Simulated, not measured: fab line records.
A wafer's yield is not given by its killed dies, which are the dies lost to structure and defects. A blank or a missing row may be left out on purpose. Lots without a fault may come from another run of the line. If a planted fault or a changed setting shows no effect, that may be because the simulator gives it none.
Chamber matching -- flow n5-finfet -- 4 sister chambers for N5_BEOL_M9_DESCUM_33 on rie-diel-05
The step chemistry O2, time 7 s. 14 wafers are shown with their chamber, then 7 later ones without.

## EACH WAFER AND ITS CHAMBER
wafer,chamber,showerhead-plenum-p-Torr (Torr),throttle-valve-pct (%),oes-product-au (a.u.)
L076.3,3,2.02,20.22,0.84
L076.4,1,2.22,20.75,0.85
L076.5,2,2.03,20.68,0.75
L077.1,1,2.22,20.77,0.84
L077.2,0,2.16,20.74,0.69
L077.3,2,2.02,20.69,0.74
L077.4,0,2.16,20.72,0.69
L077.5,1,2.22,20.76,0.85
L077.6,2,2.02,20.68,0.75
L082.1,2,2.02,20.71,0.73
L082.4,3,2.02,20.25,0.82
L082.6,3,2.02,20.24,0.82
L084.1,0,2.16,20.76,0.68
L084.2,1,2.21,20.78,0.83

SIGNATURES, as means of the wafers listed above
reading,chamber 0,chamber 1,chamber 2,chamber 3,scatter within a chamber
showerhead-plenum-p-Torr,2.1600,2.2175,2.0225,2.0200,0.00387
throttle-valve-pct,20.7400,20.7650,20.6900,20.2367,0.0154
oes-product-au,0.6867,0.8425,0.7425,0.8267,0.0094
Rule: a wafer lies at a distance from a chamber equal to the root of the sum of squares, over the readings, of (its reading less the chamber's mean, divided by the reading's scatter). The wafer belongs to the nearest chamber; if the next one is less than 2 further off, it can't be placed. How the scatter is found: for the shown wafers, subtract from each reading the mean of its chamber, square and add these, divide the total by (wafers less chambers), then take the root.

## WAFERS WITHOUT THEIR CHAMBER
wafer,showerhead-plenum-p-Torr (Torr),throttle-valve-pct (%),oes-product-au (a.u.)
L084.3,2.01,20.24,0.81
L084.4,2.02,20.72,0.74
L084.5,2.02,20.71,0.73
L084.6,2.21,20.79,0.82
L090.1,2.01,20.73,0.73
L090.2,2.01,20.26,0.80
L090.6,2.01,20.74,0.72

## THE CHAMBER EACH PASSED THROUGH
wafer,from the rows above,in truth
L084.3,3,3
L084.4,2,2
L084.5,2,2
L084.6,1,1
L090.1,2,2
L090.2,3,3
L090.6,2,2
Correct placement for 7 of the 7. Left unplaced by these rows: 0. Wrongly placed: 0.
